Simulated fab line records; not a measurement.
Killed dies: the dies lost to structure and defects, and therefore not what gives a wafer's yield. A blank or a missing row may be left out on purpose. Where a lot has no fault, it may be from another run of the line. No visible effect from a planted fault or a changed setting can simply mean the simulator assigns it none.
A lot that was struck, set against a sound lot + flow nand-harc + 42 out of 1159 route steps
Sound: these wafers, L447.2, L447.3, L447.4. The struck wafers were L456.3, L456.4, L456.6. The cause is given at the end.
For every step that has rows: the tool of each side, followed by ch and its chambers, followed by its first start. Under that, the readings that differ: sound wafers + struck wafers + difference of the means + sigmas: that difference in standard deviations of wafers without a fault.
alike: a reading whose means differ by less than 2 such deviations, as well as words and numbers matching on both sides. not compared: withheld readings; readings where some wafer has no value; bounds like >300 that might hide an equal value; numbers whose values overlap and for which the record gives no deviation.
A row with sigmas, a row that says differs or no value, or rows on one side alone: a step with any of these is where the two part. Numbers that have no deviation but don't overlap get no sigmas and don't part them. Lack of a reading on every wafer of one side parts them only where that side has two or more wafers.

NHARC_A_CHANNEL_HOLE_D1_INSPECT_12:
  sound on defect-inspect-02, day 8 05:02; struck on defect-inspect-02, day 10 15:23
  alike: raw-defect-count
then, 1 step without rows for these wafers: NHARC_A_CHANNEL_HOLE_D1_DESCUM_15 (chemistry O2, time 3 s).
NHARC_A_CHANNEL_HOLE_D1_ETCH_38: etches the open film in CF4, target depth 39 nm, time 65 s.
  sound on rie-diel-09 ch 0,1,3, day 8 05:11; struck on rie-diel-10 ch 1,3, day 10 15:32
  alike: drypump-motor-current-A, oes-product-au, rf-vpp-V, showerhead-plenum-p-Torr, throttle-valve-pct
  not compared: rf-hours-counter-h
NHARC_A_CHANNEL_HOLE_D1_ETCH_39: etches the open film in N2/H2, target depth 260 nm, time 325 s.
  sound: rie-diel-09 ch 0,1,3; struck: rie-diel-10 ch 1,2
  alike: drypump-motor-current-A, oes-product-au, rf-vpp-V, showerhead-plenum-p-Torr, throttle-valve-pct
  not compared: rf-hours-counter-h
then, 2 steps without rows for these wafers: NHARC_A_CHANNEL_HOLE_D1_ETCH_34 (etches the open film in CF4/CHF3, target depth 154 nm, time 77 s); NHARC_A_CHANNEL_HOLE_D1_ETCH_16 (etches the open film in O2/COS, target depth 3100 nm, time 806 s).
NHARC_A_CHANNEL_HOLE_D1_CD_MEAS_18:
  sound on cd-sem-02, day 8 06:13; struck on cd-sem-03, day 10 16:34
  alike: cd-nm
then, 2 steps without rows for these wafers: NHARC_A_CHANNEL_HOLE_D1_ETCH_19 (etches the open film in C4F8/O2/Ar, time 34.5 s); NHARC_A_CHANNEL_HOLE_D1_ETCH_20 (etches the open film in C4F8/O2/Ar, time 361.9 s, target depth 1600 nm).
NHARC_A_CHANNEL_HOLE_D1_ETCH_21: etches the open film in C4F8/O2/Ar, time 514.3 s, target depth 1600 nm.
  sound on har-etch-02 ch 0,1, day 8 06:47; struck on har-etch-02 ch 0,1, day 10 17:13
  alike: drypump-motor-current-A, showerhead-plenum-p-Torr, throttle-valve-pct
  not compared: rf-hours-counter-h
then, 1 step without rows for these wafers: NHARC_A_CHANNEL_HOLE_D1_ETCH_22 (etches the open film in C4F8/O2/Ar, time 666.7 s, target depth 1600 nm).
NHARC_A_CHANNEL_HOLE_D1_ETCH_23: etches the open film in C4F8/O2/Ar, time 819 s, target depth 1600 nm.
  sound on har-etch-02 ch 0,1, day 8 07:50; struck on har-etch-02 ch 0,1, day 10 18:18
  alike: drypump-motor-current-A, showerhead-plenum-p-Torr, throttle-valve-pct
  not compared: rf-hours-counter-h
NHARC_A_CHANNEL_HOLE_D1_ETCH_24: etches the open film in C4F8/O2/Ar, time 906.2 s, target depth 1500 nm.
  sound on har-etch-02 ch 0,1, day 8 08:33; struck on har-etch-02 ch 0,1, day 10 19:01
  alike: drypump-motor-current-A, showerhead-plenum-p-Torr, throttle-valve-pct
  not compared: rf-hours-counter-h
then, 10 steps without rows for these wafers: NHARC_A_CHANNEL_HOLE_D1_ETCH_25 (etches the open film in C4F8/O2/Ar, time 1040.2 s, target depth 1500 nm); NHARC_A_CHANNEL_HOLE_D1_ETCH_26 (etches the open film in C4F8/O2/Ar, time 224.1 s, target depth 300 nm); NHARC_A_CHANNEL_HOLE_D1_ETCH_33 (etches the open film in C4F8/O2/Ar, time 90 s, target depth 400 nm); NHARC_A_CHANNEL_HOLE_D1_STRIP_41 (strips in N2/H2); NHARC_A_CHANNEL_HOLE_D1_STRIP_42 (strips in CF4/CHF3); NHARC_A_CHANNEL_HOLE_D1_STRIP_43 (strips in O2/COS); NHARC_A_CHANNEL_HOLE_D1_ETCH_44 (etches the open film in CF4/O2, target depth 140 nm, overetch 14 nm, time 77 s); NHARC_A_CHANNEL_HOLE_D1_STRIP_27 (strips in O2); NHARC_A_CHANNEL_HOLE_D1_PRECLEAN_28 (cleans in SC1); NHARC_A_CHANNEL_HOLE_D1_SRD_29.
NHARC_A_CHANNEL_HOLE_D1_CD_MEAS_30:
  sound on cd-sem-02, day 8 11:50; struck on cd-sem-01, day 10 22:09
  alike: cd-nm
then, 1 step without rows for these wafers: NHARC_A_CHANNEL_HOLE_D1_XSEM_31.
NHARC_A_CHANNEL_HOLE_D1_INSPECT_40:
  sound on defect-inspect-01, day 8 12:01; struck on defect-inspect-01, day 10 22:30
| reading          | sound    | struck      | difference | sigmas |
|------------------|----------|-------------|------------|--------|
| raw-defect-count | 46 38 42 | 508 542 579 | +501       | +24    |
  not compared: hold
then, 4 steps without rows for these wafers: NHARC_A_CHANNEL_FILL_D1_SRD_01; NHARC_A_CHANNEL_FILL_D1_ALD_02 (deposits SiO2, target thk 6 nm, pulse time 10 s, ald cycles 60); NHARC_A_CHANNEL_FILL_D1_ALD_03 (deposits SiNx, target thk 6 nm, pulse time 60 s, ald cycles 58); NHARC_A_CHANNEL_FILL_D1_ALD_14 (deposits SiO2, target thk 2.5 nm, pulse time 10 s, ald cycles 25).
NHARC_A_CHANNEL_FILL_D1_ALD_15: deposits SiNx, target thk 2 nm, pulse time 60 s, ald cycles 19.
  sound: ald-sin-batch-02 ch 0; struck: ald-sin-batch-01 ch 0
  alike: precursor-pulse-height-rel
then, 10 steps without rows for these wafers: NHARC_A_CHANNEL_FILL_D1_ALD_16 (deposits SiO2, target thk 1.5 nm, pulse time 10 s, ald cycles 15); NHARC_A_CHANNEL_FILL_D1_ANNEAL_17 (time 1800 s); NHARC_A_CHANNEL_FILL_D1_CVD_18 (deposits poly-Si, target thk 3 nm); NHARC_A_CHANNEL_FILL_D1_ETCHBACK_19 (etches the open film in HBr/Cl2, target depth 5 nm, time 1.7 s); NHARC_A_CHANNEL_FILL_D1_ETCHBACK_20 (etches the open film in C4F8/O2/Ar, target depth 27 nm, time 13.5 s); NHARC_A_CHANNEL_FILL_D1_STRIP_28 (strips in O2, time 20 s); NHARC_A_CHANNEL_FILL_D1_PRECLEAN_21 (cleans in dHF, time 30 s); NHARC_A_CHANNEL_FILL_D1_SRD_23; NHARC_A_CHANNEL_FILL_D1_CVD_05 (deposits poly-Si, target thk 5 nm); NHARC_A_CHANNEL_FILL_D1_ANNEAL_22 (time 7200 s).
NHARC_END_SORT_01:
  the record has rows for the sound wafers here (prober-02 ch 0, day 19 14:18) and none for the struck ones

## WHERE THEY PART
At NHARC_A_CHANNEL_HOLE_D1_INSPECT_40 first; at NHARC_END_SORT_01 last (within this record only).

WHY: whatever the simulator had introduced
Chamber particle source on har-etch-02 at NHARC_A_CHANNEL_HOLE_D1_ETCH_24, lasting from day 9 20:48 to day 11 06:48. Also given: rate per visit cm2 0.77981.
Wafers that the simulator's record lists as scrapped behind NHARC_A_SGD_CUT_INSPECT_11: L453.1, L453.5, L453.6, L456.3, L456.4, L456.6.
